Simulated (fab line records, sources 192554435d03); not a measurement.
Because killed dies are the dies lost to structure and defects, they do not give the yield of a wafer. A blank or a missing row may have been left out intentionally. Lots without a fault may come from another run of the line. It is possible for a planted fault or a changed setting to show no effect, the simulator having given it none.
fab line records	flow n5_finfet
[record] lots = 24	wafers = 72	last_day = 18
route steps=1938 shown BEOL_M1@840 BEOL_M2@842
lots untouched by any fault: they come from a run of this same line in which no faults occurred
start_h: start of the lot's first displayed wafer, in hours after the record's first day	wait_h: hours elapsed since this lot's preceding step	" as in the row above	L1.1+2: several wafers, shown together as one row	- no value, or no start was given	* or withheld: withheld	< > ~ a bound
route shown NAME@n: names a module that has steps shown in the file, with the first one's number in the route	usual: mean/standard deviation taken from wafers without a fault	same: alike in all rows	chamber/n: place in a boat	sites: each site's reading	_std_site: the standard deviation of these	_edge_site: mean of outer sites minus mean of inner sites	radius_mm: how far each site lies from the wafer's centre	mask NAME#n: copy n	behind: the last tool/chamber to shape the wafer	hold: what put the lot on hold/how long, in hours/how the hold closed	device: the transistor (n, p or np) that didn't switch	end of line: the same wafers' tests at the end of the route	a step with no rows: only its recipe	killed: dies that structure and defects cost at the first sort, which is not the same as the wafer's yield	map: a wafer's dies, x killed, . not, _ none there
set.NAME: the setting as run; set.NAME@STEP: as run at that earlier step	model.NAME: the simulator's own value behind a step, which no gauge read
one table for each step of the route and one row for each wafer, over a sample of lots
services: when a tool's chamber went out of use (start_h, in hours from the record's first day, below 0 if earlier), for how many hours, and the reason
[[steps]]
[step N5_BEOL_M1_INSPECT_59]
[recipe] inspect_instrument = darkfield	mode = post_dep
[usual] raw_defect_count = 71/22
lot.wafer	tool	chamber	start_h	wait_h	raw_defect_count
L074.3	defect_inspect-01	-	164.48	0.0	53
L074.4	"	-	"	"	58
L074.5	"	-	"	"	40
L075.3	defect_inspect-01	-	167.40	0.0	64
L075.4	"	-	"	"	74
L075.6	"	-	"	"	88
L076.1	defect_inspect-02	-	169.65	0.0	52
L076.2	"	-	"	"	37
L076.5	"	-	"	"	50
L077.1	defect_inspect-01	-	169.89	0.0	61
L077.3	"	-	"	"	90
L077.6	"	-	"	"	52
L079.1	defect_inspect-02	-	171.57	0.0	105
L079.3	"	-	"	"	52
L079.5	"	-	"	"	113
L080.1	defect_inspect-02	-	175.17	0.0	52
L080.4	"	-	"	"	72
L080.5	"	-	"	"	57
L078.1	defect_inspect-01	-	175.91	0.0	82
L078.4	"	-	"	"	79
L078.5	"	-	"	"	51
L081.1	defect_inspect-02	-	178.04	0.0	47
L081.3	"	-	"	"	38
L081.6	"	-	"	"	59
L082.1	defect_inspect-02	-	180.00	0.0	48
L082.4	"	-	"	"	62
L082.5	"	-	"	"	77
L084.2	defect_inspect-01	-	186.95	0.0	55
L084.5	"	-	"	"	59
L084.6	"	-	"	"	96
L083.3	defect_inspect-02	-	190.67	0.0	40
L083.5	"	-	"	"	62
L083.6	"	-	"	"	80
L085.2	defect_inspect-01	-	200.02	0.0	84
L085.3	"	-	"	"	91
L085.5	"	-	"	"	121
L086.2	defect_inspect-01	-	208.91	0.0	88
L086.3	"	-	"	"	82
L086.6	"	-	"	"	91
L087.3	defect_inspect-01	-	224.67	0.0	94
L087.4	"	-	"	"	114
L087.5	"	-	"	"	87
L088.1	defect_inspect-01	-	235.40	0.0	95
L088.2	"	-	"	"	79
L088.3	"	-	"	"	55
L089.1	defect_inspect-01	-	240.57	0.0	56
L089.3	"	-	"	"	54
L089.5	"	-	"	"	46
L090.1	defect_inspect-02	-	240.84	0.0	40
L090.2	"	-	"	"	40
L090.6	"	-	"	"	63
L091.1	defect_inspect-01	-	241.92	0.0	61
L091.4	"	-	"	"	60
L091.5	"	-	"	"	109
L092.2	defect_inspect-01	-	243.06	0.0	67
L092.4	"	-	"	"	95
L092.6	"	-	"	"	116
L093.2	defect_inspect-01	-	246.13	0.0	39
L093.3	"	-	"	"	60
L093.6	"	-	"	"	42
L094.1	defect_inspect-02	-	252.42	0.0	87
L094.2	"	-	"	"	49
L094.4	"	-	"	"	39
L095.4	defect_inspect-01	-	257.78	0.0	64
L095.5	"	-	"	"	56
L095.6	"	-	"	"	82
L096.1	defect_inspect-02	-	268.38	0.0	67
L096.3	"	-	"	"	91
L096.5	"	-	"	"	103
L097.2	defect_inspect-01	-	274.77	0.0	87
L097.3	"	-	"	"	65
L097.6	"	-	"	"	72
[step N5_BEOL_M2_THK_MEAS_01]
[recipe] reads = SiOC_of_BEOL_M2_ILD_DEP_00
[usual] M2_ILD_THK = 78.8/1.1
lot.wafer	tool	chamber	start_h	wait_h	M2_ILD_THK[nm]
L074.3	film_metro-01	-	164.59	0.1	78.0
L074.4	"	-	"	"	79.5
L074.5	"	-	"	"	79.6
L075.3	film_metro-01	-	167.52	0.1	78.7
L075.4	"	-	"	"	79.5
L075.6	"	-	"	"	79.8
L076.1	film_metro-02	-	169.75	0.0	78.9
L076.2	"	-	"	"	78.7
L076.5	"	-	"	"	79.9
L077.1	film_metro-02	-	170.02	0.1	76.9
L077.3	"	-	"	"	79.7
L077.6	"	-	"	"	78.3
L079.1	film_metro-02	-	171.67	0.0	78.2
L079.3	"	-	"	"	78.1
L079.5	"	-	"	"	79.6
L080.1	film_metro-01	-	175.28	0.0	78.3
L080.4	"	-	"	"	79.7
L080.5	"	-	"	"	79.0
L078.1	film_metro-02	-	176.01	0.0	77.6
L078.4	"	-	"	"	79.0
L078.5	"	-	"	"	78.0
L081.1	film_metro-01	-	178.14	0.0	78.0
L081.3	"	-	"	"	76.0
L081.6	"	-	"	"	78.8
L082.1	film_metro-01	-	180.11	0.0	77.6
L082.4	"	-	"	"	79.3
L082.5	"	-	"	"	79.6
L084.2	film_metro-02	-	187.05	0.1	78.9
L084.5	"	-	"	"	79.3
L084.6	"	-	"	"	79.6
L083.3	film_metro-01	-	190.78	0.1	76.9
L083.5	"	-	"	"	77.9
L083.6	"	-	"	"	79.8
L085.2	film_metro-02	-	200.12	0.1	77.6
L085.3	"	-	"	"	77.5
L085.5	"	-	"	"	80.1
L086.2	film_metro-01	-	209.01	0.1	78.0
L086.3	"	-	"	"	77.3
L086.6	"	-	"	"	78.0
L087.3	film_metro-02	-	224.77	0.1	77.9
L087.4	"	-	"	"	79.8
L087.5	"	-	"	"	78.7
L088.1	film_metro-01	-	235.51	0.0	79.6
L088.2	"	-	"	"	78.7
L088.3	"	-	"	"	79.0
L089.1	film_metro-01	-	240.67	0.0	78.2
L089.3	"	-	"	"	78.8
L089.5	"	-	"	"	79.2
L090.1	film_metro-02	-	240.97	0.0	79.5
L090.2	"	-	"	"	80.0
L090.6	"	-	"	"	80.4
L091.1	film_metro-02	-	242.04	0.1	78.0
L091.4	"	-	"	"	79.1
L091.5	"	-	"	"	79.2
L092.2	film_metro-02	-	243.16	0.1	77.6
L092.4	"	-	"	"	80.9
L092.6	"	-	"	"	78.7
L093.2	film_metro-02	-	246.26	0.1	79.5
L093.3	"	-	"	"	81.4
L093.6	"	-	"	"	81.2
L094.1	film_metro-01	-	252.52	0.0	78.4
L094.2	"	-	"	"	79.1
L094.4	"	-	"	"	79.4
L095.4	film_metro-02	-	257.88	0.0	80.1
L095.5	"	-	"	"	79.0
L095.6	"	-	"	"	80.9
L096.1	film_metro-01	-	268.48	0.0	78.5
L096.3	"	-	"	"	75.8
L096.5	"	-	"	"	78.5
L097.2	film_metro-02	-	274.87	0.1	76.9
L097.3	"	-	"	"	76.2
L097.6	"	-	"	"	78.2
[step N5_BEOL_M2_OVL_MEAS_12]
[recipe] points_per_wafer = 522
[usual] M2_OVL = 0.0/0.65
lot.wafer	tool	chamber	start_h	wait_h	M2_OVL[nm]
L074.3	overlay-01	0	166.21	0.0	-0.7
L074.4	"	0	"	"	0.2
L074.5	"	0	"	"	0.5
L075.3	overlay-02	0	169.26	0.0	-0.4
L075.4	"	0	"	"	0.2
L075.6	"	0	"	"	0.0
L076.1	overlay-02	0	170.73	0.0	0.0
L076.2	"	0	"	"	-0.5
L076.5	"	0	"	"	0.0
L077.1	overlay-02	0	170.96	0.0	-0.8
L077.3	"	0	"	"	-0.7
L077.6	"	0	"	"	-0.5
L079.1	overlay-02	0	173.66	0.0	-0.6
L079.3	"	0	"	"	0.2
L079.5	"	0	"	"	-0.1
L080.1	overlay-02	0	176.77	0.0	0.9
L080.4	"	0	"	"	0.2
L080.5	"	0	"	"	1.3
L078.1	overlay-02	0	176.94	0.0	0.4
L078.4	"	0	"	"	-1.0
L078.5	"	0	"	"	0.1
L081.1	overlay-01	0	179.91	0.0	0.7
L081.3	"	0	"	"	1.2
L081.6	"	0	"	"	0.6
L082.1	overlay-02	0	180.83	0.0	-0.3
L082.4	"	0	"	"	0.1
L082.5	"	0	"	"	-0.3
L084.2	overlay-01	0	189.71	0.0	0.3
L084.5	"	0	"	"	-0.7
L084.6	"	0	"	"	-0.4
L083.3	overlay-02	0	193.01	0.0	-1.1
L083.5	"	0	"	"	-0.8
L083.6	"	0	"	"	-0.8
L085.2	overlay-02	0	200.83	0.0	-0.5
L085.3	"	0	"	"	-0.8
L085.5	"	0	"	"	-0.9
L086.2	overlay-01	0	211.76	0.0	1.1
L086.3	"	0	"	"	-0.4
L086.6	"	0	"	"	0.0
L087.3	overlay-02	0	225.65	0.0	0.4
L087.4	"	0	"	"	0.3
L087.5	"	0	"	"	0.1
L088.1	overlay-02	0	236.87	0.0	-0.2
L088.2	"	0	"	"	0.3
L088.3	"	0	"	"	-0.6
L089.1	overlay-02	0	241.38	0.0	0.6
L089.3	"	0	"	"	0.2
L089.5	"	0	"	"	0.2
L090.1	overlay-01	0	241.62	0.0	0.6
L090.2	"	0	"	"	1.3
L090.6	"	0	"	"	1.1
L091.1	overlay-01	0	242.72	0.0	-0.1
L091.4	"	0	"	"	0.6
L091.5	"	0	"	"	0.4
L092.2	overlay-02	0	245.12	0.0	0.0
L092.4	"	0	"	"	-0.3
L092.6	"	0	"	"	-0.4
L093.2	overlay-01	0	247.80	0.0	-0.3
L093.3	"	0	"	"	-0.6
L093.6	"	0	"	"	-0.3
L094.1	overlay-01	0	253.72	0.0	-0.1
L094.2	"	0	"	"	0.5
L094.4	"	0	"	"	0.0
L095.4	overlay-01	0	259.39	0.0	-0.1
L095.5	"	0	"	"	1.2
L095.6	"	0	"	"	0.5
L096.1	overlay-01	0	269.19	0.0	-0.7
L096.3	"	0	"	"	-0.9
L096.5	"	0	"	"	0.1
L097.2	overlay-01	0	276.06	0.0	0.6
L097.3	"	0	"	"	1.3
L097.6	"	0	"	"	1.1
[step N5_BEOL_M2_ETCHBACK_99]
[recipe] chemistry = CHF3	target = SiO2	target_depth_a = 50	time_s = 10.4	source_w = 215	bias_w = 47	Ar_flow_sccm = 200	CHF3_flow_sccm = 12	ion_energy_ev = 100	pressure_mtorr = 30
[usual] bias_w = 46.98/0.13	drypump_motor_current_A = 5.7/0.47	oes_f_703_au = 0.82/0.087	oes_product_au = 0.81/0.091	rf_vpp_V = 240/4.7	showerhead_plenum_p_Torr = 2.12/0.042	throttle_valve_pct = 17.03/0.28
[same] time_s = 10.4
lot.wafer	tool	chamber	start_h	wait_h	bias_w	drypump_motor_current_A	oes_f_703_au	oes_product_au	rf_hours_counter_h	rf_vpp_V	showerhead_plenum_p_Torr	throttle_valve_pct
L074.3	rie_diel-01	0	169.67	1.4	47.05	4.8	0.71	0.68	228	243	2.14	17.53
L074.4	"	0	"	"	47.04	4.8	0.71	0.68	-	243	2.14	17.56
L074.5	"	2	"	"	46.85	5.7	0.87	0.88	-	240	2.11	17.02
L075.3	rie_diel-01	0	175.64	5.0	46.86	4.8	0.70	0.68	231	243	2.14	17.54
L075.4	"	2	"	"	47.05	5.8	0.86	0.89	-	241	2.11	17.03
L075.6	"	0	"	"	46.80	4.9	0.71	0.69	-	243	2.14	17.55
L076.1	rie_diel-03	3	175.64	3.5	47.04	5.8	0.79	0.78	104	233	2.17	17.22
L076.2	"	0	"	"	46.84	5.2	0.72	0.70	194	246	2.06	17.11
L076.5	"	0	"	"	46.76	5.2	0.72	0.71	-	244	2.06	17.10
L077.1	rie_diel-03	1	176.80	4.5	47.06	5.9	0.92	0.94	22	242	2.18	16.51
L077.3	"	0	"	"	46.94	5.2	0.72	0.72	195	243	2.06	17.09
L077.6	"	0	"	"	47.04	5.2	0.72	0.72	-	244	2.06	17.10
L079.1	rie_diel-03	0	178.86	4.0	46.95	5.2	0.71	0.71	196	245	2.06	17.12
L079.3	"	3	"	"	47.08	5.8	0.79	0.78	106	230	2.17	17.23
L079.5	"	0	"	"	46.83	5.2	0.71	0.71	-	245	2.06	17.11
L080.1	rie_diel-03	1	179.41	0.2	46.95	5.9	0.93	0.91	24	241	2.18	16.49
L080.4	"	1	"	"	47.07	5.8	0.91	0.92	-	243	2.18	16.51
L080.5	"	3	"	"	47.07	5.8	0.78	0.78	-	231	2.17	17.21
L078.1	rie_diel-06	0	182.45	3.2	46.96	5.7	0.78	0.78	119	239	2.08	16.86
L078.4	"	3	"	"	46.76	6.0	0.68	0.66	233	239	2.12	17.41
L078.5	"	1	"	"	47.02	5.7	0.71	0.69	-	244	2.12	17.23
L081.1	rie_diel-01	1	185.48	3.8	47.11	6.3	0.98	0.96	2	235	2.11	16.82
L081.3	"	0	"	"	47.08	4.9	0.70	0.67	235	243	2.14	17.56
L081.6	"	0	"	"	46.93	4.9	0.70	0.68	-	243	2.14	17.56
L082.1	rie_diel-01	1	188.73	6.2	47.04	6.3	0.98	0.96	3	234	2.11	16.84
L082.4	"	2	"	"	46.77	5.8	0.85	0.87	33	241	2.11	17.06
L082.5	"	2	"	"	46.80	5.7	0.85	0.87	-	242	2.10	17.05
L084.2	rie_diel-01	3	199.59	7.3	47.24	6.1	0.83	0.82	84	238	2.09	16.66
L084.5	"	3	"	"	47.27	6.1	0.83	0.81	-	237	2.09	16.67
L084.6	"	0	"	"	47.27	4.8	0.70	0.68	-	242	2.14	17.57
L083.3	rie_diel-06	3	199.86	5.5	47.16	6.0	0.68	0.66	237	239	2.12	17.42
L083.5	"	1	"	"	46.99	5.7	0.70	0.68	-	244	2.12	17.23
L083.6	"	0	"	"	47.02	5.7	0.79	0.78	-	238	2.08	16.85
L085.2	rie_diel-01	1	205.49	3.5	47.12	6.3	0.95	0.92	7	234	2.11	16.83
L085.3	"	2	"	"	47.09	5.8	0.84	0.85	37	239	2.10	17.05
L085.5	"	2	"	"	47.18	5.8	0.84	0.85	-	241	2.10	17.05
L086.2	rie_diel-01	2	216.65	3.6	47.09	5.8	0.85	0.86	39	242	2.10	17.05
L086.3	"	1	"	"	47.15	6.3	0.94	0.93	9	233	2.11	16.84
L086.6	"	1	"	"	47.05	6.3	0.94	0.92	-	235	2.11	16.83
L087.3	rie_diel-06	2	241.37	14.6	47.08	4.9	0.86	0.88	61	250	2.17	17.17
L087.4	"	0	"	"	46.85	5.8	0.77	0.77	136	238	2.08	16.89
L087.5	"	2	"	"	47.14	4.9	0.87	0.88	-	249	2.17	17.18
L088.1	rie_diel-06	2	241.74	2.5	47.05	4.9	0.88	0.88	61	250	2.17	17.16
L088.2	"	1	"	"	47.12	5.8	0.69	0.69	234	245	2.11	17.26
L088.3	"	0	"	"	46.86	5.8	0.77	0.76	137	241	2.08	16.88
L089.1	rie_diel-01	1	246.87	2.5	46.90	6.3	0.91	0.90	22	233	2.10	16.87
L089.3	"	2	"	"	46.88	5.8	0.83	0.83	52	242	2.10	17.10
L089.5	"	3	"	"	46.97	6.1	0.82	0.80	-	238	2.08	16.71
L090.1	rie_diel-06	2	246.89	2.4	47.05	4.9	0.88	0.88	64	251	2.17	17.19
L090.2	"	1	"	"	46.85	5.7	0.70	0.69	237	245	2.11	17.27
L090.6	"	1	"	"	47.11	5.7	0.69	0.68	-	243	2.11	17.28
L091.1	rie_diel-03	3	264.10	17.2	47.08	5.8	0.76	0.76	125	232	2.17	17.26
L091.4	"	1	"	"	47.05	5.8	0.89	0.87	43	242	2.17	16.54
L091.5	"	1	"	"	47.01	5.8	0.89	0.88	-	241	2.17	16.54
L092.2	rie_diel-01	1	267.44	20.3	46.88	6.3	0.90	0.88	30	235	2.10	16.88
L092.4	"	2	"	"	47.03	5.8	0.81	0.83	60	242	2.10	17.08
L092.6	"	0	"	"	46.91	4.8	0.97	0.96	-	243	2.13	17.21
L093.2	rie_diel-06	1	267.66	18.7	46.96	5.7	0.68	0.68	245	245	2.11	17.29
L093.3	"	2	"	"	46.92	4.9	0.86	0.88	73	249	2.17	17.19
L093.6	"	3	"	"	46.82	6.0	0.97	0.98	-	240	2.11	16.96
L094.1	rie_diel-01	0	267.87	12.8	46.86	4.8	0.97	0.96	4	242	2.13	17.20
L094.2	"	3	"	"	47.03	6.1	0.80	0.81	107	238	2.08	16.73
L094.4	"	2	"	"	46.76	5.8	0.81	0.83	60	241	2.10	17.09
L095.4	rie_diel-01	2	274.13	12.6	46.92	5.8	0.81	0.83	62	240	2.10	17.09
L095.5	"	2	"	"	46.96	5.8	0.81	0.83	-	242	2.10	17.10
L095.6	"	1	"	"	46.97	6.3	0.89	0.87	-	234	2.10	16.89
L097.2	rie_diel-01	0	278.50	1.1	46.72	4.9	0.95	0.93	7	243	2.13	17.20
L097.3	"	3	"	"	46.69	6.1	0.80	0.80	110	237	2.08	16.72
L097.6	"	1	"	"	46.94	6.3	0.89	0.87	-	234	2.10	16.89
L096.1	rie_diel-01	2	278.99	8.5	47.08	5.8	0.81	0.83	63	241	2.09	17.12
L096.3	"	1	"	"	47.04	6.3	0.90	0.89	34	233	2.10	16.89
L096.5	"	3	"	"	46.89	6.1	0.80	0.80	-	238	2.08	16.74
[step N5_BEOL_M2_OCD_MEAS_38]
[usual] trench_depth_nm = 55.5/1.1
lot.wafer	tool	chamber	start_h	wait_h	trench_depth_nm
L074.3	ocd-02	-	170.07	-	55.3
L074.4	"	-	"	"	55.3
L074.5	"	-	"	"	53.8
L075.3	ocd-01	-	176.04	-	55.1
L075.4	"	-	"	"	53.9
L075.6	"	-	"	"	55.6
L076.1	ocd-02	-	176.05	-	55.1
L076.2	"	-	"	"	56.0
L076.5	"	-	"	"	55.8
L077.1	ocd-01	-	177.20	-	57.1
L077.3	"	-	"	"	55.8
L077.6	"	-	"	"	55.2
L079.1	ocd-01	-	179.26	-	55.3
L079.3	"	-	"	"	54.4
L079.5	"	-	"	"	55.5
L080.1	ocd-02	-	179.80	-	57.1
L080.4	"	-	"	"	56.8
L080.5	"	-	"	"	54.5
L078.1	ocd-01	-	182.84	-	55.0
L078.4	"	-	"	"	53.7
L078.5	"	-	"	"	56.0
L081.1	ocd-01	-	185.88	-	54.8
L081.3	"	-	"	"	55.9
L081.6	"	-	"	"	55.5
L082.1	ocd-02	-	189.12	-	54.0
L082.4	"	-	"	"	53.8
L082.5	"	-	"	"	54.0
L084.2	ocd-02	-	199.98	-	55.7
L084.5	"	-	"	"	56.1
L084.6	"	-	"	"	56.4
L083.3	ocd-02	-	200.26	-	52.8
L083.5	"	-	"	"	55.6
L083.6	"	-	"	"	55.6
L085.2	ocd-02	-	205.89	-	55.9
L085.3	"	-	"	"	54.5
L085.5	"	-	"	"	54.2
L086.2	ocd-01	-	217.05	-	53.7
L086.3	"	-	"	"	54.1
L086.6	"	-	"	"	54.7
L087.3	ocd-02	-	241.77	-	57.5
L087.4	"	-	"	"	55.8
L087.5	"	-	"	"	56.8
L088.1	ocd-02	-	242.13	-	57.1
L088.2	"	-	"	"	55.1
L088.3	"	-	"	"	55.4
L089.1	ocd-01	-	247.27	-	55.2
L089.3	"	-	"	"	54.1
L089.5	"	-	"	"	54.9
L090.1	ocd-02	-	247.29	-	57.0
L090.2	"	-	"	"	56.4
L090.6	"	-	"	"	56.6
L091.1	ocd-01	-	264.49	-	54.4
L091.4	"	-	"	"	56.5
L091.5	"	-	"	"	55.7
L092.2	ocd-02	-	267.84	-	55.3
L092.4	"	-	"	"	53.9
L092.6	"	-	"	"	57.3
L093.2	ocd-01	-	268.06	-	56.9
L093.3	"	-	"	"	57.5
L093.6	"	-	"	"	57.2
L094.1	ocd-02	-	268.27	-	56.8
L094.2	"	-	"	"	55.4
L094.4	"	-	"	"	54.3
L095.4	ocd-02	-	274.53	-	54.2
L095.5	"	-	"	"	55.2
L095.6	"	-	"	"	56.0
L097.2	ocd-01	-	278.90	-	56.6
L097.3	"	-	"	"	55.6
L097.6	"	-	"	"	54.9
L096.1	ocd-02	-	279.40	-	55.0
L096.3	"	-	"	"	55.4
L096.5	"	-	"	"	56.1
[step N5_BEOL_M2_CD_MEAS_35]
[recipe] target_cd_nm = 18	target_cd_y_nm = 22.2	polarity = opening
[usual] cd_nm = 18.0/0.38
lot.wafer	tool	chamber	start_h	wait_h	cd_nm
L074.3	cd_sem-01	-	170.23	0.0	18.3
L074.4	"	-	"	"	17.8
L074.5	"	-	"	"	17.9
L075.3	cd_sem-02	-	176.19	0.0	17.9
L075.4	"	-	"	"	18.5
L075.6	"	-	"	"	18.7
L076.1	cd_sem-01	-	176.29	0.0	17.6
L076.2	"	-	"	"	18.8
L076.5	"	-	"	"	17.8
L077.1	cd_sem-02	-	177.45	0.0	18.2
L077.3	"	-	"	"	18.6
L077.6	"	-	"	"	18.0
L079.1	cd_sem-01	-	179.41	0.0	17.9
L079.3	"	-	"	"	18.1
L079.5	"	-	"	"	18.3
L080.1	cd_sem-01	-	179.96	0.0	17.4
L080.4	"	-	"	"	17.7
L080.5	"	-	"	"	18.0
L078.1	cd_sem-01	-	182.99	0.0	18.6
L078.4	"	-	"	"	18.1
L078.5	"	-	"	"	17.7
L081.1	cd_sem-01	-	186.03	0.0	18.0
L081.3	"	-	"	"	18.5
L081.6	"	-	"	"	17.6
L082.1	cd_sem-03	-	189.27	0.0	18.2
L082.4	"	-	"	"	17.6
L082.5	"	-	"	"	18.4
L084.2	cd_sem-02	-	200.14	0.0	18.7
L084.5	"	-	"	"	18.6
L084.6	"	-	"	"	17.6
L083.3	cd_sem-02	-	200.42	0.0	17.9
L083.5	"	-	"	"	17.5
L083.6	"	-	"	"	17.3
L085.2	cd_sem-03	-	206.04	0.0	17.9
L085.3	"	-	"	"	17.8
L085.5	"	-	"	"	18.3
L086.2	cd_sem-02	-	217.20	0.0	18.5
L086.3	"	-	"	"	18.1
L086.6	"	-	"	"	17.3
L087.3	cd_sem-01	-	241.92	0.0	17.7
L087.4	"	-	"	"	17.6
L087.5	"	-	"	"	17.7
L088.1	cd_sem-02	-	242.38	0.0	17.4
L088.2	"	-	"	"	17.6
L088.3	"	-	"	"	17.6
L089.1	cd_sem-03	-	247.42	0.0	17.1
L089.3	"	-	"	"	17.9
L089.5	"	-	"	"	17.5
L090.1	cd_sem-01	-	247.44	0.0	17.4
L090.2	"	-	"	"	18.0
L090.6	"	-	"	"	17.9
L091.1	cd_sem-02	-	264.64	0.0	17.8
L091.4	"	-	"	"	18.1
L091.5	"	-	"	"	17.3
L092.2	cd_sem-01	-	267.99	0.0	17.8
L092.4	"	-	"	"	18.0
L092.6	"	-	"	"	17.9
L093.2	cd_sem-01	-	268.22	0.0	17.9
L093.3	"	-	"	"	18.3
L093.6	"	-	"	"	18.1
L094.1	cd_sem-01	-	268.43	0.0	18.1
L094.2	"	-	"	"	18.0
L094.4	"	-	"	"	18.3
L095.4	cd_sem-03	-	274.69	0.0	18.5
L095.5	"	-	"	"	17.7
L095.6	"	-	"	"	17.8
L097.2	cd_sem-01	-	279.05	0.0	17.6
L097.3	"	-	"	"	17.3
L097.6	"	-	"	"	17.5
L096.1	cd_sem-02	-	279.55	0.0	17.4
L096.3	"	-	"	"	17.7
L096.5	"	-	"	"	17.8
[[services]]
tool	chamber	start_h	hours	kind
rie_diel-06	1	153.08	4.2	repair
rie_diel-03	2	157.10	-	clean
rie_diel-03	2	157.10	-	consumable_replace:esc
rie_diel-03	2	157.10	-	consumable_replace:focus_ring
rie_diel-03	2	157.10	-	consumable_replace:showerhead
rie_diel-03	2	157.10	28.5	scheduled_down
rie_diel-03	2	157.10	28.5	vent_cycle
rie_diel-01	1	162.13	-	clean
rie_diel-01	1	162.13	-	consumable_replace:focus_ring
rie_diel-01	1	162.13	17.2	scheduled_down
rie_diel-01	1	162.13	17.2	vent_cycle
rie_diel-03	2	201.74	28.7	repair
rie_diel-06	1	214.36	13.2	repair
rie_diel-03	-	219.88	28.1	pm
rie_diel-01	0	238.87	-	clean
rie_diel-01	0	238.87	-	consumable_replace:focus_ring
rie_diel-01	0	238.87	17.9	scheduled_down
rie_diel-01	0	238.87	17.9	vent_cycle
rie_diel-06	3	242.28	-	clean
rie_diel-06	3	242.28	-	consumable_replace:focus_ring
rie_diel-06	3	242.28	19.6	scheduled_down
rie_diel-06	3	242.28	19.6	vent_cycle
[[key]]
fault none
